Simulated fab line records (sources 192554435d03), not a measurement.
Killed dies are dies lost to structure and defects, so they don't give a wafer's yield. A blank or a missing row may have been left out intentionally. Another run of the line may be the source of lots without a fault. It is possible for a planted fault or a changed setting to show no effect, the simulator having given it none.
A single fault, viewed from 2 desks || flow n5-finfet || numbers are kept per desk, each desk with only its own; the story behind them comes last

== FOR THE TOOL OWNER'S DESK: cmp-03 ==
The tool's own readings at N5_GATE_CUT_CMP_23 (polishes, stops on SiO2, t overpolish 23.4 s, target thk 16 nm): means of the sampled wafers that have a number, for each lot that ran on this tool. Marked OUT: a lot whose mean sits more than 4 standard deviations from the usual mean, which makes it out of limits; the brackets give that distance.
Columns: A = head-pressure-psi at N5_GATE_CUT_CMP_23, usual 2.500 psi; B = motor-current-A at N5_GATE_CUT_CMP_23, usual 8.8 A; C = overpolish-run-s at N5_GATE_CUT_CMP_23, usual 23.401 s; D = time-to-endpoint-s at N5_GATE_CUT_CMP_23, usual 19.3 s
{"lot": "L586", "first seen here": "day 6 09:49", "A": 2.501, "B": 8.9, "C": 23.400, "D": 19.8}
{"lot": "L588", "first seen here": "day 6 23:47", "A": 2.499, "B": 8.4, "C": 23.406, "D": 20.2}
{"lot": "L590", "first seen here": "day 7 10:08", "A": 2.504, "B": 8.8, "C": 23.396, "D": 18.7}
{"lot": "L595", "first seen here": "day 8 13:42", "A": "2.223 (-48) OUT", "B": 7.6, "C": 23.398, "D": 20.6}
Finding of this desk: L595 out of limits; the first was L595 at day 8 13:42, on head-pressure-psi at N5_GATE_CUT_CMP_23. In limits: L586, L588, L590.

== THE METROLOGY DESK ==
What the gauges read, lot by lot, whatever tool the lot ran on: means of the sampled wafers that have a number. Marked OUT: a lot whose mean sits more than 4 standard deviations from the usual mean, which makes it out of limits; the brackets give that distance. Shown here are 7 of its 10 readings, the ones lying furthest out on some lot.
Columns: A = DIBL_P at N5_BEOL_M4_RC_MEAS_101, usual 36.3 mV/V; B = IOFF_N at N5_BEOL_M4_RC_MEAS_101, usual 0.163 nA/um; C = IOFF_P at N5_BEOL_M4_RC_MEAS_101, usual 0.21 nA/um; D = ION_N at N5_BEOL_M4_RC_MEAS_101, usual 673 uA/um; E = ION_P at N5_BEOL_M4_RC_MEAS_101, usual 461 uA/um; F = VT_N at N5_BEOL_M4_RC_MEAS_101, usual 249.4 mV; G = VT_P at N5_BEOL_M4_RC_MEAS_101, usual -250 mV
{"lot": "L582", "first seen here": "day 8 18:12", "A": 36.3, "B": 0.162, "C": 0.18, "D": 676, "E": 452, "F": 248.2, "G": -254}
{"lot": "L583", "first seen here": "day 9 00:22", "A": 36.1, "B": 0.149, "C": 0.24, "D": 665, "E": 466, "F": 250.5, "G": -246}
{"lot": "L586", "first seen here": "day 9 17:22", "A": 36.3, "B": 0.148, "C": 0.20, "D": 659, "E": 453, "F": 252.3, "G": -253}
{"lot": "L588", "first seen here": "day 10 09:15", "A": 35.1, "B": 0.147, "C": 0.19, "D": 654, "E": 449, "F": 252.5, "G": -252}
{"lot": "L590", "first seen here": "day 10 12:55", "A": 34.7, "B": 0.145, "C": 0.19, "D": 675, "E": 461, "F": 249.0, "G": -253}
{"lot": "L595", "first seen here": "day 11 21:12", "A": 34.4, "B": 0.145, "C": 0.18, "D": 659, "E": 451, "F": 253.0, "G": -252}
{"lot": "L601", "first seen here": "day 13 12:08", "A": 31.6, "B": 0.128, "C": 0.15, "D": 668, "E": 450, "F": 251.0, "G": -257}
{"lot": "L600", "first seen here": "day 13 15:14", "A": 35.0, "B": 0.142, "C": 0.20, "D": 664, "E": 457, "F": 250.0, "G": -249}
{"lot": "L602", "first seen here": "day 13 18:05", "A": 36.0, "B": 0.174, "C": 0.25, "D": 674, "E": 463, "F": 249.6, "G": -245}
Result from this desk: across the 9 lots, nothing is out of limits.

== PUT TOGETHER ==
An alarm could have come from the tool owner's desk at day 8 13:42, on L595.
From the metrology desk's view, nothing was out of limits.
The metrology desk has L595 on record, within its limits.
The lots listed all ran N5_GATE_CUT_CMP_23 on cmp-03.

== WHAT WAS PUT IN BY THE SIMULATOR ==
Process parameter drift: cmp-03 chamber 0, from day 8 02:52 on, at N5_GATE_CUT_CMP_23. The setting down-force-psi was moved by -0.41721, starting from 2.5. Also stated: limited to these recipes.
Shown lots that were struck: L595.
Time in hours from fault onset to the first out-of-limits reading at each desk: the tool owner's desk, 11.
